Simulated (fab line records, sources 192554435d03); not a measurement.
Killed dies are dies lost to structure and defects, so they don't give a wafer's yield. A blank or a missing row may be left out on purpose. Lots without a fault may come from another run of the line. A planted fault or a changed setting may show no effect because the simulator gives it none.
Which tool did it? | flow n5_finfet | 9 lots, 27 wafers sampled, at 6 steps of a route of 1938

WHAT THE GAUGES READ, wafer by wafer
N5_FIN_SAQP_CD_MEAS_27: target cd 20 nm.
lot  | measured    | on        | cd_nm (nm)
L160 | day 2 02:16 | cd_sem-02 | 20.48 19.97 20.21
L166 | day 3 13:49 | cd_sem-03 | 20.66 20.23 20.38
L167 | day 3 19:22 | cd_sem-02 | 20.30 20.38 20.36
L171 | day 4 19:17 | cd_sem-01 | 19.90 20.23 20.35
L173 | day 5 07:12 | cd_sem-01 | 20.12 20.22 20.22
L175 | day 5 18:20 | cd_sem-02 | 17.82 19.97 17.57
L176 | day 6 01:23 | cd_sem-03 | 20.43 20.52 20.61
L177 | day 6 06:04 | cd_sem-03 | 20.40 20.20 20.14
L183 | day 7 18:51 | cd_sem-01 | 20.63 20.27 20.39

N5_BEOL_M4_RC_MEAS_101.
lot  | measured     | on        | DIBL_N (mV/V)  | DIBL_P (mV/V)  | IOFF_N (nA/um) | IOFF_P (nA/um) | ION_N (uA/um) | ION_P (uA/um) | SS_N (mV/dec)  | SS_P (mV/dec)  | VT_N (mV)   | VT_P (mV)
L160 | day 7 22:57  | prober-02 | 37.0 36.5 36.5 | 37.6 35.3 36.1 | 0.15 0.13 0.13 | 0.22 0.18 0.19 | 676 657 660   | 466 450 457   | 71.2 71.2 71.4 | 73.8 73.2 72.7 | 250 253 252 | -250 -253 -251
L166 | day 9 12:15  | prober-02 | 35.1 37.4 38.2 | 36.0 37.4 37.8 | 0.15 0.18 0.18 | 0.20 0.23 0.24 | 675 683 668   | 460 466 467   | 71.0 71.9 73.1 | 73.3 74.1 73.8 | 249 248 248 | -250 -251 -249
L167 | day 9 11:01  | prober-02 | 35.9 33.1 36.3 | 36.7 32.7 36.9 | 0.16 0.11 0.17 | 0.22 0.16 0.22 | 684 657 678   | 462 456 460   | 70.7 70.2 71.2 | 73.4 71.7 73.2 | 248 252 247 | -252 -254 -248
L171 | day 11 04:35 | prober-02 | 37.5 36.8 39.8 | 36.0 35.3 39.6 | 0.17 0.16 0.23 | 0.22 0.21 0.31 | 689 670 699   | 475 464 482   | 71.7 71.8 72.4 | 72.8 72.9 73.8 | 248 248 243 | -247 -246 -241
L173 | day 11 05:10 | prober-01 | 36.8 35.0 34.6 | 38.0 35.3 36.1 | 0.17 0.14 0.14 | 0.24 0.20 0.21 | 676 655 679   | 465 459 470   | 71.6 71.8 71.0 | 73.1 73.2 73.0 | 249 253 249 | -245 -247 -246
L175 | day 11 16:10 | prober-01 | 38.7 38.1 36.4 | 40.9 38.9 37.9 | 0.24 0.21 0.17 | 0.30 0.25 0.22 | 691 670 684   | 472 463 469   | 72.6 72.7 71.6 | 73.3 72.8 74.0 | 244 247 251 | -245 -244 -247
L176 | day 12 00:19 | prober-01 | 35.3 35.6 34.8 | 36.0 35.1 35.6 | 0.14 0.14 0.13 | 0.21 0.19 0.20 | 675 669 666   | 473 460 461   | 70.9 70.4 71.4 | 73.6 73.2 72.9 | 251 252 254 | -248 -250 -251
L177 | day 11 21:08 | prober-02 | 39.6 38.2 36.8 | 39.5 36.9 36.1 | 0.21 0.18 0.16 | 0.29 0.24 0.22 | 684 682 674   | 476 469 464   | 71.4 72.2 71.6 | 74.8 73.5 73.5 | 243 247 248 | -247 -251 -249
L183 | day 14 01:53 | prober-02 | 34.6 36.8 36.9 | 33.6 35.7 35.7 | 0.13 0.17 0.16 | 0.20 0.23 0.23 | 674 690 682   | 473 475 473   | 70.6 71.4 71.3 | 72.7 73.0 72.5 | 250 249 253 | -251 -247 -247

WHICH TOOL RAN EACH LOT (tool, then ch and the chambers of the sampled wafers, then the start)
lot  | N5_PMOS_HMC_CHANNEL_EPI_ETCH_38 | N5_FIN_SAQP_DESCUM_21             | N5_FIN_SAQP_SPACER1_ALD_24       | N5_FIN_SAQP_RECESS_63
L160 | rie_si-04 ch 1,2,3, day 1 19:43 | rie_diel-05 ch 0,1,3, day 1 23:58 | ald_sin-03 ch 1,2,3, day 2 01:21 | vapor_etch-02 ch 0,1, day 2 02:38
L166 | rie_si-04 ch 0,3, day 3 07:31   | rie_diel-05 ch 2,3, day 3 11:48   | ald_sin-01 ch 0,1,2, day 3 12:53 | vapor_etch-01 ch 0,1, day 3 14:11
L167 | rie_si-02 ch 1,2,3, day 3 13:08 | rie_diel-04 ch 0,3, day 3 17:22   | ald_sin-01 ch 0,1,2, day 3 18:28 | vapor_etch-01 ch 0,1, day 3 19:39
L171 | rie_si-04 ch 1,2,3, day 4 11:53 | rie_diel-05 ch 0,1,2, day 4 15:53 | ald_sin-01 ch 0,1,3, day 4 18:19 | vapor_etch-01 ch 0,1, day 4 19:33
L173 | rie_si-02 ch 2,3, day 5 00:38   | rie_diel-05 ch 0,2,3, day 5 05:04 | ald_sin-02 ch 0,1, day 5 06:16   | vapor_etch-01 ch 0,1, day 5 07:35
L175 | rie_si-01 ch 0,2,3, day 5 12:05 | rie_diel-06 ch 0,2,3, day 5 16:15 | ald_sin-01 ch 0,2,3, day 5 17:25 | vapor_etch-02 ch 0,1, day 5 18:38
L176 | rie_si-04 ch 0,1, day 5 18:23   | rie_diel-04 ch 1,2, day 5 22:58   | ald_sin-02 ch 0,1,3, day 6 00:04 | vapor_etch-02 ch 0,1, day 6 01:49
L177 | rie_si-04 ch 0,1,2, day 5 23:52 | rie_diel-06 ch 0,2, day 6 03:52   | ald_sin-03 ch 0,2, day 6 05:09   | vapor_etch-02 ch 0,1, day 6 06:21
L183 | rie_si-01 ch 1,2,3, day 7 12:04 | rie_diel-04 ch 2,3, day 7 15:53   | ald_sin-02 ch 0,2,3, day 7 17:56 | vapor_etch-01 ch 0,1, day 7 19:14
- N5_PMOS_HMC_CHANNEL_EPI_ETCH_38: etches SiO2 in CF4, target depth 1.5 nm.
- N5_FIN_SAQP_DESCUM_21: chemistry O2, time 7.9 s.
- N5_FIN_SAQP_SPACER1_ALD_24: deposits SiO2, target thk 20.3 nm, pulse time 1 s, purge time 2 s.
- N5_FIN_SAQP_RECESS_63: chemistry HF/NH3, target SiO2, target depth 18 nm, afs cycles 3, sublimation time 60 s.

WHAT THE TOOLS THEMSELVES READ (means of the sampled wafers that have a number; where no wafer has one, the mark that the record gives instead)
N5_PMOS_HMC_CHANNEL_EPI_ETCH_38.
lot  | tool      | cf4_flow_sccm (sccm) | drypump_motor_current_A (A) | oes_product_au (a.u.) | throttle_valve_pct (%)
L160 | rie_si-04 | 79.73                | 5.8                         | 0.996                 | 21.74
L166 | rie_si-04 | 80.15                | 5.7                         | 1.015                 | 21.84
L167 | rie_si-02 | 80.15                | 5.9                         | 1.003                 | 21.81
L171 | rie_si-04 | 79.94                | 5.8                         | 1.005                 | 21.74
L173 | rie_si-02 | 79.91                | 6.0                         | 1.001                 | 21.88
L175 | rie_si-01 | 79.97                | 5.0                         | 1.010                 | 21.86
L176 | rie_si-04 | 80.13                | 6.1                         | 1.012                 | 21.86
L177 | rie_si-04 | 80.05                | 5.9                         | 0.992                 | 21.61
L183 | rie_si-01 | 80.13                | 5.1                         | 1.003                 | 21.69

N5_FIN_SAQP_DESCUM_21.
lot  | tool        | bias_power_w (W) | drypump_motor_current_A (A) | oes_product_au (a.u.) | rf_vpp_V (V) | showerhead_plenum_p_Torr (Torr) | throttle_valve_pct (%)
L160 | rie_diel-05 | 19.98            | 5.8                         | 0.80                  | 242.4        | 2.07                            | 20.55
L166 | rie_diel-05 | 20.01            | 5.8                         | 0.81                  | 243.0        | 2.11                            | 20.39
L167 | rie_diel-04 | 20.00            | 5.7                         | 0.77                  | 244.6        | 2.13                            | 20.53
L171 | rie_diel-05 | 20.05            | 6.1                         | 0.79                  | 242.3        | 2.06                            | 20.53
L173 | rie_diel-05 | 19.99            | 5.9                         | 0.79                  | 243.1        | 2.10                            | 20.49
L175 | rie_diel-06 | 20.00            | 5.7                         | 0.78                  | 243.1        | 2.09                            | 20.44
L176 | rie_diel-04 | 20.05            | 5.5                         | 0.85                  | 244.3        | 2.14                            | 20.55
L177 | rie_diel-06 | 20.00            | 5.8                         | 0.86                  | 243.3        | 2.12                            | 20.30
L183 | rie_diel-04 | 20.05            | 4.9                         | 0.73                  | 242.7        | 2.06                            | 20.65

N5_FIN_SAQP_SPACER1_ALD_24.
lot  | tool       | heater_power_w (W) | precursor_pulse_height_rel
L160 | ald_sin-03 | 490                | 1.016
L166 | ald_sin-01 | 432                | 0.988
L167 | ald_sin-01 | 425                | 1.000
L171 | ald_sin-01 | 436                | 1.003
L173 | ald_sin-02 | 463                | 0.995
L175 | ald_sin-01 | 417                | 0.989
L176 | ald_sin-02 | 469                | 1.007
L177 | ald_sin-03 | 523                | 1.011
L183 | ald_sin-02 | 461                | 1.004

N5_FIN_SAQP_RECESS_63.
lot  | tool          | drypump_motor_current_A (A) | sublimation_temp_c (C)
L160 | vapor_etch-02 | 5.4                         | 180.14
L166 | vapor_etch-01 | 6.0                         | 180.00
L167 | vapor_etch-01 | 5.9                         | 180.09
L171 | vapor_etch-01 | 6.0                         | 180.05
L173 | vapor_etch-01 | 5.4                         | 179.98
L175 | vapor_etch-02 | 5.7                         | 180.04
L176 | vapor_etch-02 | 5.4                         | 180.07
L177 | vapor_etch-02 | 5.4                         | 180.06
L183 | vapor_etch-01 | 5.9                         | 179.98

THE ANSWER, worked out from the rows above alone
Rule: what is usual is taken from the lots themselves. Put in order of their means at a reading, lots are off if they are a third of the lots or fewer, leave a main group of 4 or more, and stand apart from it by a gap of 3 or more times the standard deviation of the main group's means; of several such gaps the widest counts. A main group whose means are all the same, to the digits that the tables above print for the reading, isn't used. A lot without any number at a reading at which 4 lots or more have one is off too. The other lots that the step has rows for count as sound. The gauges are gone through in route order, then the tools' own readings, and for those a lot's mean is taken as printed above. The first step at which some lot is off is used, and at that step the reading that is off furthest; a lot without a number counts as furthest.
Off: L175, at N5_FIN_SAQP_CD_MEAS_27 (cd_nm). The main group: mean 20.32 nm, standard deviation 0.12.
A tool fits if, at a process step before that reading, it ran every lot that is off, and no sound lot after the first of them. The gauges at N5_FIN_SAQP_CD_MEAS_27 aren't tried: what is off there is off at N5_PMOS_HMC_CHANNEL_EPI_ETCH_38 too, on other tools, and a gauge's error can't cause that. One fits: ald_sin-01 at N5_FIN_SAQP_SPACER1_ALD_24. Its last sound lot is L171 (day 4 18:19), its first lot that is off L175 (day 5 17:25): a fault that began between those two fits.

WHAT THE SIMULATOR HAD PUT IN
Process parameter drift: ald_sin-01, from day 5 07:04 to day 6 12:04, at N5_FIN_SAQP_SPACER1_ALD_24. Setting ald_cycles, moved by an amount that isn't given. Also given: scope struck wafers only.
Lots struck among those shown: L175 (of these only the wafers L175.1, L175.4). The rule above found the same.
